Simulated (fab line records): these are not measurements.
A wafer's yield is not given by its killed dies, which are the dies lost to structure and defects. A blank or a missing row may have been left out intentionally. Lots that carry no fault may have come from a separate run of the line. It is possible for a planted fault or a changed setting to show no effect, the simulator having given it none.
Struck lot and sound lot, side by side ; flow n5Finfet ; 16 out of 1938 route steps
Sound: these wafers, L226.3, L226.4, L226.5. Struck: wafer L238.3 (left out: L238.1, a lot-mate that was not struck); the cause follows at the end.
Each step with rows lists, per side, the tool, then ch with its chambers, then its first start. Under that, the readings that differ: sound wafers ; struck wafers ; difference of the means ; sigmas: that difference in standard deviations of wafers without a fault.
alike: same words and numbers on both sides, and readings whose means sit less than 2 such deviations apart. not compared: any withheld reading, any reading some wafer has no value for, any bound like >300 that may hide the same value, and any number with overlapping values for which the record gives no deviation.
The two part at a step that has a row with sigmas, a row that says differs or no value, or rows on one side only. Non-overlapping numbers with no deviation appear without sigmas and do not part them. A reading that every wafer of one side lacks parts them only if that side has two wafers or more.

first, 1 step without rows for these wafers: N5_ZERO_LAYER_SRD_01 (time 30 s, dry time 30 s).
N5_ZERO_LAYER_PECVD_02: deposits SiO2 from SiH4/N2O, target thk 10 nm, time 6 s.
  sound on pecvd-01 ch 0,1,2, day 1 18:17; struck on pecvd-02 ch 0, day 4 18:17
  alike: heaterPowerOuterW, heaterPowerW, showerheadPlenumPTorr
then, 8 steps without rows for these wafers: N5_ZERO_LAYER_HMDS_04 (time 60 s); N5_ZERO_LAYER_COAT_05 (resist thk 1000 nm); N5_ZERO_LAYER_EBR_07; N5_ZERO_LAYER_SOFTBAKE_06 (time 90 s); N5_ZERO_LAYER_EXPOSE_08 (exposes mask ZERO, defocus 0 nm, target cd 2000 nm); N5_ZERO_LAYER_PEB_09; N5_ZERO_LAYER_DEVELOP_10 (develop time 60 s); N5_ZERO_LAYER_HARDBAKE_23 (time 120 s).
N5_ZERO_LAYER_CD_MEAS_11: the cd target is 2000 nm.
  sound on cdSem-01 ch 0, day 1 18:46; struck on cdSem-03 ch 0, day 4 18:38
reading;sound;struck;difference;sigmas
cdNm (nm);1994.5 1991.8 1997.8;2002.6;+7.9;+3
N5_ZERO_LAYER_DESCUM_16: chemistry O2, time 7.9 s.
  sound on rieDiel-02 ch 0,1, day 1 19:05; struck on rieDiel-02 ch 1, day 4 19:25
  alike: drypumpMotorCurrentA, o2FlowSccm, oesProductAu, rfVppV, showerheadPlenumPTorr, throttleValvePct
  not compared: rfHoursCounterH
N5_ZERO_LAYER_ETCH_17: etches SiO2 in CF4, target depth 12 nm, time 13.3 s.
  sound on rieDiel-02 ch 0,1, day 1 19:08; struck on rieDiel-02 ch 1, day 4 19:27
reading;sound;struck;difference;sigmas
model.etch.depthNm (nm);11.91 11.63 11.9;15.5;+3.7;
  alike: drypumpMotorCurrentA, oesProductAu, rfVppV, showerheadPlenumPTorr, throttleValvePct
  not compared: rfHoursCounterH
N5_ZERO_LAYER_ETCH_18: etches Si in HBr/Cl2, target depth 120 nm, time 40 s.
  sound on rieSi-03 ch 1,2,3, day 1 19:13; struck on rieSi-03 ch 3, day 4 19:31
  alike: drypumpMotorCurrentA, oesProductAu, throttleValvePct
  not compared: rfHoursCounterH
-- record jumps: 7 days separate the struck wafers' starts on either side; left off in module ZERO_LAYER, taken up again in module BEOL_M4, whose first shown step is the route's number 1111 --
N5_BEOL_M4_RC_MEAS_101:
  sound on prober-02 ch 0, day 8 23:37; struck on prober-01 ch 0, day 11 19:15
  alike: DIBL_N, DIBL_P, IOFF_N, IOFF_P, ION_N, ION_P, SS_N, SS_P, VT_N, VT_P
-- a jump in the record: the struck wafers' starts before and after are 5 days apart (it breaks off in module BEOL_M4 and resumes in module PASSIVATION, where the first step shown is number 1936 of the route) --
N5_PASSIVATION_PROBE_49:
  sound on prober-02 at day 13 21:10; struck on prober-01 at day 16 14:01
  alike: defectLimitedYield, killed_at_M0_to_M3, killed_at_M4_up, killedAtContacts, killedAtFrontEnd, killedAtOther, killedDies, killedOpen, killedShort, sort_bin_4_leakage, sort_bin_5_function, sort_bin_6_memory, sortNPass, sortYieldPct

== WHERE THEY PART ==
At N5_ZERO_LAYER_CD_MEAS_11 and nowhere else, as far as this record goes. Later steps at which nothing parts them and some readings are alike: N5_ZERO_LAYER_DESCUM_16, N5_ZERO_LAYER_ETCH_17, N5_ZERO_LAYER_ETCH_18, N5_BEOL_M4_RC_MEAS_101, N5_PASSIVATION_PROBE_49.

WHY: what the simulator had put in
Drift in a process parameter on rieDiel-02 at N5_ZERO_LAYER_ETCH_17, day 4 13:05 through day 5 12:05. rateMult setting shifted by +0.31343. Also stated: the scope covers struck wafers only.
